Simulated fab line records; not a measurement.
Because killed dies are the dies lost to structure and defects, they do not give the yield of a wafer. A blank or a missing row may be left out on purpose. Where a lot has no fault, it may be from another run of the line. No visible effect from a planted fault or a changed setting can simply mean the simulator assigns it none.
fab line records	flow nandHarc
[record] lots = 11	wafers = 31	lastDay = 33
route steps=1302 shown A_BLC@1117 A_M0@1145 END@1302
lots that met no fault: taken from a fault-free run of the same line
startH: hours from the record's first day to the start of the lot's first wafer shown	waitH: hours from the lot's prior step to this one	" repeats the value in the row above	L1.1+2: a row that stands for several wafers	- no value, or no start was given	* or withheld: withheld	< > ~ a bound
route shown NAME@n: a module of which the file shows steps, and the number in the route of the first	usual: mean/standard deviation of fault-free wafers	same: alike in all rows	chamber/n: place in a boat	sites: readings site by site	_std_site: their standard deviation	_edge_site: the outer-site mean with the inner-site mean subtracted	radiusMm: for every site, how far away it sits from the centre of the wafer	mask NAME#n: copy n	behind: the most recent tool/chamber to have shaped the wafer	hold: the reason the lot was held/the length of the hold in hours/how it ended	device: which transistor (n, p or np) failed to switch	end of line: at the end of the route, the tests of the same wafers	for a step that has no rows: nothing shown but its recipe	killed: not the wafer's yield, but the dies lost to structure and defects at the first sort	map: shows each die of a wafer: x if killed, . if not, _ if none is there
set.NAME: the setting as run; set.NAME@STEP: as run at that earlier step	model.NAME: the simulator's own value behind a step, which no gauge read
route steps across a sampled set of lots; one table per step, one row per wafer
services: when a tool's chamber went out of use (startH, in hours from the record's first day, below 0 if earlier), for how many hours, and the reason
[[steps]]
[step NHARC_A_BLC_CD_MEAS_10]
[recipe] targetCdNm = 100	landingEnergyEv = 500
[usual] cdNm = 100.2/0.82
lot.wafer	tool	chamber	startH	waitH	cdNm
L990.2	cdSem-03	0	517.33	-	100.9
L990.4	"	0	"	"	100.7
L990.6	"	0	"	"	101.5
L991.4	cdSem-02	0	528.77	-	100.0
L991.5	"	0	"	"	99.3
L991.6	"	0	"	"	99.3
L989.1	cdSem-03	0	530.44	-	99.8
L989.3	"	0	"	"	99.9
L989.6	"	0	"	"	100.7
L993.1	cdSem-03	0	545.05	-	100.7
L993.3	"	0	"	"	100.9
L993.5	"	0	"	"	100.2
L994.1	cdSem-03	0	567.33	-	102.0
L994.3	"	0	"	"	101.8
L994.5	"	0	"	"	101.7
L995.4	cdSem-02	0	569.74	-	99.2
L995.5	"	0	"	"	98.7
L995.6	"	0	"	"	99.2
L106.1	cdSem-03	0	692.69	-	100.0
L106.5	"	0	"	"	99.2
L105.3	cdSem-02	0	694.30	-	99.9
L105.6	"	0	"	"	100.6
L108.2	cdSem-03	0	704.60	-	101.1
L108.4	"	0	"	"	100.5
L108.6	"	0	"	"	99.6
L109.2	cdSem-02	0	718.78	-	99.9
L109.3	"	0	"	"	100.3
L109.5	"	0	"	"	99.9
L110.3	cdSem-03	0	736.76	-	99.1
L110.4	"	0	"	"	98.8
L110.5	"	0	"	"	99.3
[step NHARC_A_BLC_ALD_23]
[recipe] targetThkA = 30	pulseTimeS = 1	aldCycles = 150	tempC = 450	material = TiN
[usual] heaterPowerOuterW = 706/44	heaterPowerW = 1103/84	precursorPulseHeightRel = 1.001/0.02	susceptorTempC = 450.00/0.23
lot.wafer	tool	chamber	startH	waitH	heaterPowerOuterW	heaterPowerW	precursorPulseHeightRel	susceptorTempC
L990.4	aldMetal-04	1	519.37	-	727	1128	1.026	450.01
L990.2	"	2	"	"	625	967	0.998	449.94
L990.6	"	0	"	"	718	1175	1.025	449.74
L991.4	aldMetal-02	2	530.79	-	699	1193	1.016	449.87
L991.6	"	1	"	"	632	930	1.007	449.67
L991.5	"	2	"	"	691	1211	1.031	450.19
L989.3	aldMetal-04	2	532.46	-	625	980	1.005	450.13
L989.1	"	1	"	"	748	1153	1.010	450.22
L989.6	"	2	"	"	604	979	0.999	450.01
L993.1	aldMetal-04	1	547.06	-	718	1129	1.008	449.84
L993.3	"	2	"	"	625	962	0.979	449.71
L993.5	"	1	"	"	734	1136	1.026	449.78
L994.3	aldMetal-01	3	569.33	-	707	1058	1.025	450.06
L994.1	"	2	"	"	637	1017	0.973	450.42
L994.5	"	3	"	"	688	1083	0.992	449.93
L995.4	aldMetal-01	3	571.74	-	693	1096	0.981	449.95
L995.5	"	2	"	"	637	999	1.011	449.94
L995.6	"	3	"	"	666	1071	0.996	450.21
L106.1	aldMetal-01	0	694.68	-	657	1021	0.989	449.93
L106.5	"	0	"	"	662	1034	1.007	449.94
L105.3	aldMetal-02	0	696.36	-	735	1155	1.018	449.76
L105.6	"	1	"	"	675	999	1.022	449.42
L108.4	aldMetal-02	3	707.71	-	786	1144	1.006	450.18
L108.2	"	2	"	"	719	1219	1.005	449.71
L108.6	"	0	"	"	717	1135	1.009	450.48
L109.3	aldMetal-04	2	720.79	-	663	1052	1.005	450.05
L109.2	"	0	"	"	752	1183	1.024	449.80
L109.5	"	3	"	"	698	1127	0.975	449.74
L110.3	aldMetal-02	2	738.77	-	720	1222	0.997	450.21
L110.4	"	3	"	"	759	1181	1.010	450.49
L110.5	"	2	"	"	725	1232	1.016	450.06
[step NHARC_A_M0_PEB_07]
[recipe] pebTempC = 100	pebTimeS = 65
[usual] resistLineTempC = 23.02/0.11
lot.wafer	tool	chamber	startH	waitH	resistLineTempC
L990.2	lithoTrack-01	0	521.28	0.1	23.11
L990.4	"	0	"	"	22.94
L990.6	"	0	"	"	23.03
L991.4	lithoTrack-01	0	532.73	0.0	22.89
L991.5	"	0	"	"	23.00
L991.6	"	0	"	"	22.85
L989.1	lithoTrack-01	0	534.29	0.1	23.06
L989.3	"	0	"	"	23.00
L989.6	"	0	"	"	23.10
L993.1	lithoTrack-01	0	549.02	0.1	23.02
L993.3	"	0	"	"	23.15
L993.5	"	0	"	"	23.17
L994.1	lithoTrack-04	0	571.16	0.1	22.96
L994.3	"	0	"	"	22.92
L994.5	"	0	"	"	22.89
L995.4	lithoTrack-04	0	573.68	0.0	22.91
L995.5	"	0	"	"	22.96
L995.6	"	0	"	"	23.13
L106.1	lithoTrack-04	0	696.65	0.1	23.14
L106.5	"	0	"	"	23.13
L105.3	lithoTrack-04	0	698.45	0.0	22.89
L105.6	"	0	"	"	23.02
L108.2	lithoTrack-01	0	709.66	0.1	23.08
L108.4	"	0	"	"	22.85
L108.6	"	0	"	"	22.89
L109.2	lithoTrack-01	0	722.82	0.1	22.96
L109.3	"	0	"	"	23.06
L109.5	"	0	"	"	22.94
L110.3	lithoTrack-06	0	740.73	0.0	23.13
L110.4	"	0	"	"	23.01
L110.5	"	0	"	"	23.18
[step NHARC_A_M0_CD_MEAS_09]
[recipe] targetCdNm = 80	landingEnergyEv = 500
[usual] cdNm = 80.1/0.81
lot.wafer	tool	chamber	startH	waitH	hold	cdNm
L990.2	cdSem-03	0	521.36	-	-	79.5
L990.4	"	0	"	"	-	79.9
L990.6	"	0	"	"	-	80.0
L991.4	cdSem-02	0	532.81	-	-	81.6
L991.5	"	0	"	"	-	81.0
L991.6	"	0	"	"	-	80.1
L989.1	cdSem-02	0	534.37	-	-	80.4
L989.3	"	0	"	"	-	79.4
L989.6	"	0	"	"	-	80.4
L993.1	cdSem-01	0	549.10	-	-	79.9
L993.3	"	0	"	"	-	81.4
L993.5	"	0	"	"	-	79.5
L994.1	cdSem-01	0	571.24	-	-	77.9
L994.3	"	0	"	"	-	79.1
L994.5	"	0	"	"	-	79.0
L995.4	cdSem-03	0	573.76	-	-	79.9
L995.5	"	0	"	"	-	80.0
L995.6	"	0	"	"	-	80.1
L106.1	cdSem-03	0	696.73	-	awaitDispo/0.2h/release	85.3
L106.5	"	0	"	"	awaitDispo/0.2h/release	80.4
L106.1	cdSem-03	0	-	-	-	85.2
L106.5	"	0	"	"	-	80.5
L105.3	cdSem-03	0	698.53	-	awaitDispo/0.2h/release	84.9
L105.6	"	0	"	"	awaitDispo/0.2h/release	80.6
L105.3	cdSem-03	0	-	-	-	85.3
L105.6	"	0	"	"	-	80.5
L108.2	cdSem-02	0	709.74	-	-	80.0
L108.4	"	0	"	"	-	81.4
L108.6	"	0	"	"	-	80.3
L109.2	cdSem-03	0	722.90	-	-	80.5
L109.3	"	0	"	"	-	80.1
L109.5	"	0	"	"	-	80.2
L110.3	cdSem-01	0	740.81	-	-	78.8
L110.4	"	0	"	"	-	78.9
L110.5	"	0	"	"	-	80.2
[step NHARC_A_M0_DESCUM_14]
[recipe] timeS = 3	o2FlowSccm = 200	arFlowSccm = 0	biasPowerW = 0	chemistry = O2
[usual] drypumpMotorCurrentA = 5.7/0.37	oesProductAu = 0.996/0.016	rfVppV = 57.9/0.94	showerheadPlenumPTorr = 1.93/0.052	throttleValvePct = 11.312/0.0097
lot.wafer	tool	chamber	startH	waitH	drypumpMotorCurrentA	oesProductAu	rfHoursCounterH	rfVppV	showerheadPlenumPTorr	throttleValvePct
L990.2	rieDiel-06	2	521.56	0.1	5.8	0.984	1.9	57.5	1.84	11.299
L990.4	"	3	"	"	6.0	1.014	2.1	57.4	1.99	11.296
L990.6	"	0	"	"	5.5	0.968	-	56.6	1.98	11.311
L991.4	rieDiel-01	1	533.00	0.1	5.3	1.002	6.2	55.5	1.95	11.308
L991.5	"	0	"	"	6.0	0.979	-	58.4	1.89	11.319
L991.6	"	1	"	"	5.3	1.015	-	56.8	1.95	11.319
L989.3	rieDiel-01	0	534.56	0.1	6.0	0.988	6.0	56.2	1.89	11.309
L989.1	"	1	"	"	5.3	1.007	6.2	57.3	1.95	11.307
L989.6	"	0	"	"	6.0	0.989	-	57.7	1.89	11.305
L993.1	rieDiel-01	3	549.28	0.1	6.0	1.006	7.2	58.1	2.04	11.305
L993.3	"	1	"	"	5.4	1.011	7.2	56.8	1.95	11.321
L993.5	"	0	"	"	6.0	0.995	-	57.6	1.89	11.312
L994.3	rieDiel-01	0	571.42	0.1	6.0	0.976	0.0	57.0	1.89	11.315
L994.1	"	1	"	"	5.3	1.015	0.1	56.6	1.95	11.309
L994.5	"	1	"	"	5.3	1.027	-	57.7	1.95	11.324
L995.4	rieDiel-06	3	573.96	0.1	6.0	1.019	4.6	58.9	1.99	11.319
L995.6	"	0	"	"	5.5	0.985	-	59.4	1.97	11.300
L995.5	"	1	"	"	6.7	0.998	-	58.7	1.95	11.299
L106.1	rieDiel-09	2	699.78	0.1	5.8	0.996	0.6	57.3	1.89	11.320
L106.5	"	1	"	"	5.4	1.004	-	57.6	1.94	11.320
L105.3	rieDiel-01	1	700.67	0.1	5.3	1.017	5.8	58.8	1.95	11.317
L105.6	"	0	"	"	6.0	0.982	-	58.1	1.89	11.305
L108.2	rieDiel-09	0	709.94	0.1	5.5	0.997	1.5	57.5	1.84	11.313
L108.4	"	1	"	"	5.4	1.006	1.5	59.7	1.94	11.320
L108.6	"	2	"	"	5.8	0.995	-	57.1	1.89	11.316
L109.3	rieDiel-09	2	723.09	0.1	5.8	0.999	1.6	57.8	1.89	11.316
L109.2	"	3	"	"	5.5	0.978	2.1	57.1	1.97	11.310
L109.5	"	1	"	"	5.4	1.009	-	58.6	1.94	11.308
L110.3	rieDiel-09	1	740.99	0.1	5.4	1.011	4.1	58.9	1.94	11.316
L110.5	"	1	"	"	5.4	1.018	-	58.2	1.94	11.323
L110.4	"	3	"	"	5.4	0.980	-	57.5	1.97	11.315
[step NHARC_A_M0_CD_MEAS_16]
[usual] cdNm = 80.3/1.1
lot.wafer	tool	chamber	startH	waitH	hold	cdNm
L990.2	cdSem-02	-	521.85	-	-	79.0
L990.4	"	-	"	"	-	81.0
L990.6	"	-	"	"	-	80.1
L991.4	cdSem-03	-	533.30	-	-	83.8
L991.5	"	-	"	"	-	81.7
L991.6	"	-	"	"	-	81.8
L989.1	cdSem-01	-	534.86	-	-	82.1
L989.3	"	-	"	"	-	79.5
L989.6	"	-	"	"	-	80.1
L993.1	cdSem-01	-	549.58	-	-	80.8
L993.3	"	-	"	"	-	82.6
L993.5	"	-	"	"	-	80.7
L994.1	cdSem-01	-	571.72	-	-	78.0
L994.3	"	-	"	"	-	79.8
L994.5	"	-	"	"	-	79.1
L995.4	cdSem-01	-	574.25	-	-	79.5
L995.5	"	-	"	"	-	81.0
L995.6	"	-	"	"	-	80.4
L106.1	cdSem-03	-	700.06	-	awaitDispo/0.2h/release	86.4
L106.5	"	-	"	"	awaitDispo/0.2h/release	80.5
L106.1	cdSem-03	-	700.25	0.2	-	86.8
L106.5	"	-	"	"	-	80.4
L105.3	cdSem-03	-	700.97	-	awaitDispo/0.2h/release	84.7
L105.6	"	-	"	"	awaitDispo/0.2h/release	82.0
L105.3	cdSem-03	-	701.16	0.2	-	84.8
L105.6	"	-	"	"	-	81.9
L108.2	cdSem-02	-	710.22	-	-	81.2
L108.4	"	-	"	"	-	80.7
L108.6	"	-	"	"	-	81.7
L109.2	cdSem-03	-	723.43	-	-	80.8
L109.3	"	-	"	"	-	80.5
L109.5	"	-	"	"	-	79.9
L110.3	cdSem-01	-	741.34	-	-	78.3
L110.4	"	-	"	"	-	78.9
L110.5	"	-	"	"	-	79.3
[step NHARC_END_SORT_01]
[recipe] tempC = 25
[usual] defectLimitedYield = 90/3.1	killedAtArray = 59/20	killedAtOther = 0.8/1.1	killedAtPeriphery = 5/3.1	killedDies = 64/21	killedOpen = 3.4/1.9	killedShort = 2.3/1.7
[same] grossDies = 677
lot.wafer	tool	chamber	startH	waitH	defectLimitedYield[%]	killedAtArray	killedAtOther	killedAtPeriphery	killedDies	killedOpen	killedShort
L105.3	prober-02	0	750.22	3.1	90	53	0	12	65	4	1
L105.6	prober-02	0	752.59	4.0	91	54	0	10	64	1	2
L106.1	prober-01	0	753.52	2.5	90	62	0	5	67	1	1
L106.5	prober-01	0	756.75	3.7	91	60	0	1	61	4	3
// killed by level:class
L105.3 A_CHANNEL_HOLE_D2:chamberFilmFlake=20 A_CHANNEL_HOLE_D1:chamberFilmFlake=13 A_CONTACT:chamberFilmFlake=13 P_CONTACT:geometricParticle:open=4 P_GATE:chamberFilmFlake=3 A_SLIT:chamberFilmFlake=3 P_STI:chamberFilmFlake=2 P_BONDPAD:chamberFilmFlake=2
L105.6 A_CHANNEL_HOLE_D2:chamberFilmFlake=23 A_CONTACT:chamberFilmFlake=10 A_SLIT:chamberFilmFlake=9 A_CHANNEL_HOLE_D1:chamberFilmFlake=7 P_BONDPAD:chamberFilmFlake=4 P_GATE:geometricParticle:short=2 P_ZERO_WELL:chamberFilmFlake=2 A_CHANNEL_FILL_D1:chamberFilmFlake=2
L106.1 A_CHANNEL_HOLE_D1:chamberFilmFlake=34 A_STAIRCASE:chamberFilmFlake=8 A_SLIT:chamberFilmFlake=6 P_STI:chamberFilmFlake=4 A_CHANNEL_HOLE_D2:chamberFilmFlake=4 A_CONTACT:chamberFilmFlake=4 A_CHANNEL_FILL_D2:chamberFilmFlake=2 A_ONON_D1:geometricParticle:short=1
L106.5 A_CHANNEL_HOLE_D1:chamberFilmFlake=25 A_STAIRCASE:chamberFilmFlake=10 A_CHANNEL_HOLE_D2:chamberFilmFlake=8 A_SLIT:chamberFilmFlake=4 A_CONTACT:chamberFilmFlake=3 A_ONON_D1:geometricParticle:open=2 A_CHANNEL_FILL_D1:geometricParticle:short=1 A_DECK1_JOINT:geometricParticle:short=1
[[services]]
tool	chamber	startH	hours	kind
rieDiel-09	-	497.36	9.0	pm
lithoTrack-01	-	505.01	7.0	pm
aldMetal-02	0	522.65	3.6	repair
aldMetal-04	-	522.67	1.2	repair
rieDiel-09	-	528.83	1.9	repair
lithoTrack-04	-	553.00	7.0	pm
rieDiel-01	-	557.93	9.0	pm
aldMetal-04	3	571.08	3.7	repair
rieDiel-01	1	586.07	6.8	repair
aldMetal-02	-	610.00	10.0	pm
rieDiel-01	3	616.09	7.3	repair
rieDiel-09	1	617.28	15.0	repair
aldMetal-04	-	652.00	10.0	pm
rieDiel-09	1	673.16	6.1	repair
rieDiel-09	-	674.36	9.0	pm
aldMetal-04	1	679.12	2.1	repair
lithoTrack-01	-	680.01	7.0	pm
rieDiel-09	2	688.08	4.9	repair
rieDiel-01	2	690.26	2.0	repair
aldMetal-02	3	695.44	8.1	repair
rieDiel-09	0	722.75	35.1	repair
rieDiel-09	2	725.60	14.1	repair
lithoTrack-04	-	728.00	7.0	pm
aldMetal-04	0	728.38	19.8	repair
[[key]]
[firstSign] step = NHARC_A_M0_CD_MEAS_09	reading = visit	direction = added
[effect] step = NHARC_A_M0_CD_MEAS_09	reading = cdNm	direction = up	sigmas = 6.1	usual = 80.1	struck = 85.1
[effect] step = NHARC_A_M0_CD_MEAS_16	reading = visit	direction = added
metAt NHARC_A_M0_PEB_07
struckLots L105,L106
struckWafers L105.3,L106.1
notActingAt NHARC_A_BLC_CD_MEAS_10,NHARC_A_BLC_ALD_23,NHARC_A_M0_DESCUM_14
onsetBetween 573.68 696.65
[fault] kind = processParameterDrift	tool = lithoTrack-04	chamber = -	onsetH = 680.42	steps = NHARC_A_M0_PEB_07	channel = pebTimeS	offset = *	shape = step	endH = 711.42	scope = struckWafersOnly	actsIn = *	stated = *
